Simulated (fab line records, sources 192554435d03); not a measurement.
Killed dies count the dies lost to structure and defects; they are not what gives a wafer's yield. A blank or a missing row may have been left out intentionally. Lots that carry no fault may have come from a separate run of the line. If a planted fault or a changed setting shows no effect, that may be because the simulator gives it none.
fab line records	flow n5-finfet
record lots=9	wafers=26	last-day=17
route steps=1938 shown BEOL_M4@1111 BEOL_M10@1491 PASSIVATION@1936
lots with no fault: from the same line, run without faults
start-h: start of the lot's first displayed wafer, in hours after the record's first day	wait-h: hours from the lot's prior step to this one	" repeats the value in the row above	L1.1+2: several wafers, shown together as one row	- no value present, or no start provided	* or withheld: withheld	< > ~ a bound
route shown NAME@n: names a module that has steps shown in the file, with the first one's number in the route	usual: mean/standard deviation taken from wafers without a fault	same: alike in all rows	chamber/n: place in a boat	sites: readings site by site	_std_site: how widely they spread, as a standard deviation	_edge_site: the outer-site mean with the inner-site mean subtracted	radius-mm: how far each site lies from the wafer's centre	mask NAME#n: copy n	behind: the tool/chamber that last shaped the wafer	hold: reason for holding the lot/hours on hold/outcome of the hold	device: which transistor (n, p or np) failed to switch	end of line: tests run on the same wafers once the route is complete	step lacking rows: just its recipe	killed: the dies lost at the first sort to structure and to defects; this is not the yield of the wafer	map: a wafer's dies, x killed, . not, _ none there
set.NAME: the setting as run; set.NAME@STEP: as run at that earlier step	model.NAME: the simulator's own value behind a step, which no gauge read
a sample of lots followed through the steps of the route, with each step as a table and each wafer as a row
services: the hour from which a tool's chamber was out of use, counted from the record's first day as start-h (under 0 if before that day), plus the number of hours and why
## steps
# step N5_BEOL_M4_RC_MEAS_101
# usual DIBL_N=36.3/1.7	DIBL_P=36.5/1.8	IOFF_N=0.16/0.033	IOFF_P=0.21/0.037	ION_N=675/11	ION_P=462/7.9	SS_N=71.6/0.64	SS_P=73.3/0.68	VT_N=249/3.3	VT_P=-250/3.3
lot.wafer	tool	chamber	start-h	wait-h	DIBL_N[mV/V]	DIBL_P[mV/V]	IOFF_N[nA/um]	IOFF_P[nA/um]	ION_N[uA/um]	ION_P[uA/um]	SS_N[mV/dec]	SS_P[mV/dec]	VT_N[mV]	VT_P[mV]
L715.1	prober-02	0	182.85	0.0	37.3	37.5	0.18	0.23	680	470	71.2	72.8	247	-250
L715.2	"	0	"	"	33.8	33.5	0.12	0.17	677	471	70.7	71.7	255	-253
L715.5	"	0	"	"	35.5	36.1	0.15	0.21	683	476	72.1	72.8	250	-250
L718.1	prober-02	0	207.58	0.0	37.4	38.4	0.18	0.24	660	460	72.2	73.5	251	-247
L718.3	"	0	"	"	35.1	34.8	0.14	0.18	658	445	71.9	72.8	254	-251
L718.6	"	0	"	"	32.3	33.3	0.11	0.16	657	457	70.5	72.1	255	-254
L720.2	prober-01	0	223.35	0.2	34.9	35.2	0.15	0.22	679	467	71.0	73.7	249	-250
L720.5	"	0	"	"	35.6	36.8	0.16	0.23	675	467	71.6	74.1	249	-248
L720.6	"	0	"	"	33.3	33.1	0.12	0.19	690	479	70.1	72.8	254	-249
L721.1	prober-01	0	225.25	0.0	35.8	36.3	0.16	0.20	684	464	71.3	72.9	249	-251
L721.4	"	0	"	"	35.6	34.7	0.15	0.17	666	450	71.1	72.7	249	-253
L721.5	"	0	"	"	34.2	33.9	0.13	0.17	657	448	71.1	72.1	251	-253
L722.2	prober-02	0	231.18	0.2	37.2	37.8	0.19	0.25	685	472	72.0	72.9	246	-244
L722.4	"	0	"	"	37.7	39.0	0.19	0.27	675	466	72.6	73.8	246	-247
L722.6	"	0	"	"	35.5	36.4	0.16	0.23	683	475	71.1	73.1	249	-248
L723.4	prober-02	0	251.44	0.5	39.5	39.9	0.22	0.26	672	463	73.9	74.1	250	-247
L723.5	"	0	"	"	38.9	38.0	0.21	0.22	676	453	72.8	74.5	248	-250
L729.4	prober-01	0	267.91	0.5	37.3	36.6	0.16	0.23	678	472	71.4	72.5	254	-245
L729.5	"	0	"	"	36.3	35.8	0.15	0.22	662	460	71.4	73.4	253	-248
L729.6	"	0	"	"	37.3	36.4	0.17	0.23	667	464	71.9	73.5	249	-247
L730.2	prober-02	0	288.09	0.2	33.4	33.1	0.13	0.17	682	465	71.4	72.7	251	-254
L730.3	"	0	"	"	35.3	34.8	0.16	0.19	677	462	71.3	73.6	247	-251
L730.4	"	0	"	"	34.3	33.9	0.14	0.18	672	459	71.9	73.2	250	-252
L733.1	prober-01	0	298.10	0.0	33.2	33.6	0.12	0.16	669	452	71.2	72.4	252	-256
L733.3	"	0	"	"	36.3	37.7	0.18	0.21	678	461	71.9	74.4	248	-250
L733.5	"	0	"	"	36.8	38.6	0.19	0.22	677	458	72.1	74.3	246	-253
# step N5_BEOL_M10_HM_OPEN_17
# recipe chemistry=Cl2/BCl3	target-depth-a=200	overetch-a=60	target=TiN	mask-material=SOC	ion-energy-ev=150	pressure-mtorr=10	icp-w=1000	bias-w=126	Cl2_flow_sccm=53.25	bcl3-flow-sccm=21.75	Ar_flow_sccm=25
# usual drypump-motor-current-A=5.8/0.7	oes-product-au=0.62/0.098	throttle-valve-pct=22.26/0.21
lot.wafer	tool	chamber	start-h	wait-h	drypump-motor-current-A	oes-product-au	rf-hours-counter-h	throttle-valve-pct
L715.1	rie-metal-03	0	227.58	0.0	6.7	0.58	84	22.28
L715.2	"	1	"	"	4.8	0.52	117	22.39
L715.5	"	1	"	"	4.8	0.52	-	22.40
L718.1	rie-metal-02	1	254.30	0.0	6.2	0.57	97	22.67
L718.3	"	0	"	"	5.9	0.56	-	22.38
L718.6	"	0	"	"	5.9	0.56	-	22.39
L720.2	rie-metal-03	1	269.95	0.0	4.8	0.52	121	22.41
L720.5	"	0	"	"	6.7	0.58	-	22.29
L720.6	"	1	"	"	4.8	0.51	-	22.41
L721.1	rie-metal-03	0	278.10	0.0	6.6	0.58	89	22.26
L721.4	"	0	"	"	6.6	0.58	-	22.27
L721.5	"	0	"	"	6.6	0.57	-	22.27
L722.2	rie-metal-01	1	284.66	0.0	5.5	0.65	48	22.08
L722.4	"	0	"	"	5.9	0.81	-	21.91
L722.6	"	0	"	"	5.9	0.80	-	21.89
L723.4	rie-metal-03	1	299.95	0.1	4.8	0.84	-	22.04
L723.5	"	0	"	"	6.7	0.57	-	22.28
L729.4	rie-metal-03	1	317.93	0.1	4.8	0.80	-	22.07
L729.5	"	1	"	"	4.8	0.80	-	22.06
L729.6	"	0	"	"	6.7	0.56	-	22.31
L730.2	rie-metal-03	1	334.43	0.0	4.8	0.78	5	22.06
L730.3	"	0	"	"	6.6	0.56	-	22.30
L730.4	"	1	"	"	4.8	0.78	-	22.05
L733.1	rie-metal-01	1	353.66	0.0	5.5	0.63	56	22.09
L733.3	"	1	"	"	5.5	0.64	-	22.09
L733.5	"	1	"	"	5.5	0.64	-	22.07
# step N5_BEOL_M10_PEB_26
# recipe peb-temp-c=withheld	peb-time-s=60	resist=CAR-ArF
lot.wafer	tool	chamber	start-h	wait-h
L715.1+2+5	litho-track-02	0	231.31	0.1
L718.1+3+6	litho-track-02	0	254.97	0.1
L720.2+5+6	litho-track-02	0	272.19	0.1
L721.1+4+5	litho-track-03	0	282.70	0.1
L722.2+4+6	litho-track-02	0	285.21	0.1
L723.4+5	litho-track-02	0	301.10	0.0
L729.4+5+6	litho-track-04	0	318.99	0.0
L730.2+3+4	litho-track-03	0	337.57	0.1
L733.1+3+5	litho-track-03	0	354.51	0.1
# step N5_BEOL_M10_CD_MEAS_28
# recipe target-cd-nm=70	landing-energy-ev=500	detector=se-inlens	polarity=opening
# usual cd-nm=69.8/1.1
lot.wafer	tool	chamber	start-h	wait-h	cd-nm
L715.1	cd-sem-02	0	231.38	-	70.5
L715.2	"	0	"	"	71.0
L715.5	"	0	"	"	71.0
L718.1	cd-sem-01	0	255.03	-	69.8
L718.3	"	0	"	"	70.7
L718.6	"	0	"	"	71.2
L720.2	cd-sem-02	0	272.26	-	68.6
L720.5	"	0	"	"	70.0
L720.6	"	0	"	"	70.6
L721.1	cd-sem-01	0	282.77	-	68.4
L721.4	"	0	"	"	69.0
L721.5	"	0	"	"	68.8
L722.2	cd-sem-02	0	285.28	-	70.4
L722.4	"	0	"	"	71.0
L722.6	"	0	"	"	69.3
L723.4	cd-sem-02	0	301.17	-	80.9
L723.5	"	0	"	"	70.4
L729.4	cd-sem-02	0	319.06	-	70.9
L729.5	"	0	"	"	71.0
L729.6	"	0	"	"	71.0
L730.2	cd-sem-02	0	337.63	-	70.0
L730.3	"	0	"	"	70.6
L730.4	"	0	"	"	69.6
L733.1	cd-sem-03	0	354.58	-	68.8
L733.3	"	0	"	"	69.8
L733.5	"	0	"	"	69.0
# step N5_BEOL_M10_INSPECT_30
# recipe mode=adi	inspect-instrument=brightfield
# usual raw-defect-count=431/100
lot.wafer	tool	chamber	start-h	wait-h	raw-defect-count
L715.1	defect-inspect-02	-	231.43	0.0	571
L715.2	"	-	"	"	348
L715.5	"	-	"	"	353
L718.1	defect-inspect-01	-	255.09	0.0	466
L718.3	"	-	"	"	421
L718.6	"	-	"	"	614
L720.2	defect-inspect-02	-	272.31	0.0	396
L720.5	"	-	"	"	568
L720.6	"	-	"	"	522
L721.1	defect-inspect-02	-	282.83	0.0	459
L721.4	"	-	"	"	457
L721.5	"	-	"	"	513
L722.2	defect-inspect-02	-	285.34	0.0	688
L722.4	"	-	"	"	468
L722.6	"	-	"	"	428
L723.4	defect-inspect-01	-	301.22	0.0	472
L723.5	"	-	"	"	379
L729.4	defect-inspect-02	-	319.11	0.0	589
L729.5	"	-	"	"	424
L729.6	"	-	"	"	363
L730.2	defect-inspect-02	-	337.69	0.0	289
L730.3	"	-	"	"	240
L730.4	"	-	"	"	253
L733.1	defect-inspect-02	-	354.63	0.0	511
L733.3	"	-	"	"	437
L733.5	"	-	"	"	457
# step N5_BEOL_M10_STRIP_36
# recipe chemistry=N2/H2	power-w=450	temp-c=40	pressure-mtorr=20	rf-frequency-hz=6e+07	overash-fraction=0.3	bias-power-w=7	h2-frac=0.5	n2-flow-sccm=200	h2-flow-sccm=200
# usual drypump-motor-current-A=5.5/0.51	oes-product-au=0.80/0.079	rf-vpp-V=59.1/1.8	showerhead-plenum-p-Torr=2.53/0.089	throttle-valve-pct=23.73/0.27
lot.wafer	tool	chamber	start-h	wait-h	drypump-motor-current-A	oes-product-au	rf-hours-counter-h	rf-vpp-V	showerhead-plenum-p-Torr	throttle-valve-pct
L715.1	rie-diel-01	2	231.74	0.0	5.2	0.77	131	57.8	2.66	24.06
L715.2	"	0	"	"	5.7	0.71	230	57.4	2.49	23.72
L715.5	"	2	"	"	5.1	0.78	-	58.8	2.66	24.02
L718.1	rie-diel-03	1	255.39	0.0	4.9	0.77	123	59.2	2.44	23.16
L718.3	"	3	"	"	5.8	0.90	43	57.3	2.57	23.53
L718.6	"	2	"	"	5.8	0.70	-	57.3	2.40	23.88
L720.2	rie-diel-06	2	272.86	0.0	5.2	0.76	146	60.4	2.45	23.95
L720.5	"	0	"	"	5.0	0.71	-	61.0	2.62	24.20
L720.6	"	3	"	"	4.9	0.77	-	58.5	2.46	23.88
L721.1	rie-diel-06	1	283.13	0.0	5.4	0.77	137	60.6	2.53	23.60
L721.4	"	3	"	"	4.9	0.78	115	58.5	2.46	23.86
L721.5	"	2	"	"	5.2	0.76	-	58.6	2.45	23.94
L722.2	rie-diel-01	1	285.64	0.0	5.8	0.86	42	60.3	2.48	23.63
L722.4	"	2	"	"	5.1	0.78	148	62.6	2.65	24.05
L722.6	"	3	"	"	6.5	0.80	-	59.8	2.67	23.39
L723.4	rie-diel-06	2	301.94	0.0	5.2	0.77	156	61.2	2.44	23.99
L723.5	"	1	"	"	5.4	0.76	-	59.4	2.53	23.57
L729.4	rie-diel-03	3	319.43	0.0	5.8	0.87	-	58.7	2.56	23.58
L729.5	"	1	"	"	4.9	0.75	-	59.4	2.43	23.19
L729.6	"	0	"	"	6.2	0.93	-	58.4	2.60	23.81
L730.2	rie-diel-03	2	338.33	0.0	5.7	0.93	7	60.1	2.71	23.47
L730.3	"	1	"	"	4.8	0.75	154	58.3	2.43	23.21
L730.4	"	0	"	"	6.3	0.92	16	60.9	2.60	23.80
L733.1	rie-diel-06	2	354.94	0.0	5.2	0.74	173	56.6	2.43	24.01
L733.3	"	3	"	"	4.9	0.73	143	58.1	2.45	23.87
L733.5	"	3	"	"	4.9	0.76	-	57.7	2.45	23.89
# step N5_PASSIVATION_PROBE_49
# usual defect-limited-yield=91.3/1.5	killed_at_M0_to_M3=34/9.4	killed_at_M4_up=13/5.3	killed-at-contacts=13/5.7	killed-at-front-end=40/10	killed-at-other=3.7/2.8	killed-dies=103/17	killed-on-rim=13/4.2	killed-open=67/13	killed-short=35/8.5	sort_bin_5_function=5.0/0.98	sort_bin_6_memory=3.3/0.7	sort-n-pass=1077/17	sort-yield-pct=91.3/1.5
# same gross-dies=1180	killed-at-back-side=0	sort_bin_4_leakage[%]=0	sort_bin_8_speed[%]=0
lot.wafer	tool	chamber	start-h	wait-h	defect-limited-yield[%]	killed_at_M0_to_M3	killed_at_M4_up	killed-at-contacts	killed-at-front-end	killed-at-other	killed-dies	killed-on-rim	killed-open	killed-short	sort_bin_5_function[%]	sort_bin_6_memory[%]	sort-n-pass	sort-yield-pct[%]
L721.1	prober-02	-	331.64	0.0	90.8	43	23	7	34	2	109	13	81	28	5.0	4.2	1071	90.8
L721.5	prober-02	-	331.84	0.2	90.3	30	14	17	51	3	115	16	68	47	6.0	3.3	1065	90.3
L723.4	prober-01	-	355.67	0.2	74.1	37	214	6	46	3	306	89	69	31	5.6	2.5	874	74.1
L723.5	prober-01	-	355.72	0.2	91.9	26	7	15	39	8	95	13	67	27	4.7	3.1	1085	91.9
# killed by level:class
L721.1 DUMMY_GATE:geometric-particle:open=11 BEOL_M2:geometric-particle:open=11 BEOL_M0_SAQP:geometric-particle:short=10 STI_FIN_REVEAL:geometric-particle:open=9 BEOL_M0_SAQP:geometric-particle:open=6 MOL_CONTACT_COAG:geometric-particle:open=6 BEOL_M4:geometric-particle:open=6 FIN_SAQP:geometric-particle:short=5
L721.5 MOL_CONTACT_COAG:geometric-particle:open=13 FIN_SAQP:geometric-particle:short=12 FIN_SAQP:geometric-particle:open=10 BEOL_M4:geometric-particle:open=7 BEOL_M0_SAQP:geometric-particle:short=6 BEOL_M0_SAQP:geometric-particle:open=6 BEOL_M2:geometric-particle:open=6 STARTING-WAFER:geometric-particle:short=6
L723.4 BEOL_M10:area-peb=204 FIN_SAQP:geometric-particle:open=13 BEOL_M0_SAQP:geometric-particle:open=9 BEOL_M3:geometric-particle:open=7 BEOL_M0_SAQP:geometric-particle:short=6 BEOL_M2:geometric-particle:open=6 FIN_SAQP:geometric-particle:short=5 STI_FIN_REVEAL:geometric-particle:open=5
L723.5 MOL_CONTACT_COAG:geometric-particle:open=14 BEOL_M2:geometric-particle:open=12 GATE_CUT:geometric-particle:short=8 STARTING-WAFER:geometric-particle:open=7 FIN_SAQP:geometric-particle:open=6 BEOL_M0_SAQP:geometric-particle:open=4 FIN_SAQP:geometric-particle:short=3 STI_FIN_REVEAL:geometric-particle:open=3
## services
tool	chamber	start-h	hours	kind
rie-diel-03	1	213.27	14.2	repair
rie-diel-03	0	218.88	6.2	repair
litho-track-03	-	220.75	-	consumable-replace:filter
litho-track-02	-	227.30	-	consumable-replace:filter
rie-diel-06	1	254.91	6.7	repair
rie-diel-06	3	258.08	2.7	repair
rie-metal-02	1	271.24	5.2	repair
rie-diel-03	0	272.04	-	clean
rie-diel-03	0	272.04	-	consumable-replace:focus-ring
rie-diel-03	0	272.04	22.2	scheduled-down
rie-diel-03	0	272.04	22.2	vent-cycle
rie-metal-03	1	277.80	-	clean
rie-metal-03	1	277.80	20.5	scheduled-down
rie-metal-03	1	277.80	20.5	vent-cycle
rie-diel-03	2	294.28	-	clean
rie-diel-03	2	294.28	-	consumable-replace:focus-ring
rie-metal-02	-	302.62	28.1	pm
rie-diel-06	2	336.84	9.5	repair
rie-metal-03	-	337.06	2.0	repair
rie-diel-06	0	353.07	-	clean
rie-diel-06	0	353.07	-	consumable-replace:focus-ring
rie-diel-06	0	353.07	16.3	scheduled-down
rie-diel-06	0	353.07	16.3	vent-cycle
rie-diel-01	-	354.60	0.3	repair
## key
first-sign step=N5_BEOL_M10_CD_MEAS_28	reading=cd-nm	direction=up	sigmas=10	usual=69.8	struck=80.9
effect step=N5_PASSIVATION_PROBE_49	reading=killed_at_M4_up	direction=up	sigmas=38	usual=13	struck=214
more-kills-born-at N5_BEOL_M10_PEB_26@litho-track-02=204
met-at N5_BEOL_M10_PEB_26
struck-lots L723
struck-wafers L723.4
not-acting-at N5_BEOL_M10_HM_OPEN_17,N5_BEOL_M10_INSPECT_30,N5_BEOL_M10_STRIP_36
onset-between 285.21 301.10
fault kind=process-parameter-drift	tool=litho-track-02	chamber=-	onset-h=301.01	steps=N5_BEOL_M10_PEB_26	channel=peb-time-s	offset=*	shape=step	end-h=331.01	scope=struck-wafers-only	acts-in=*	stated=*
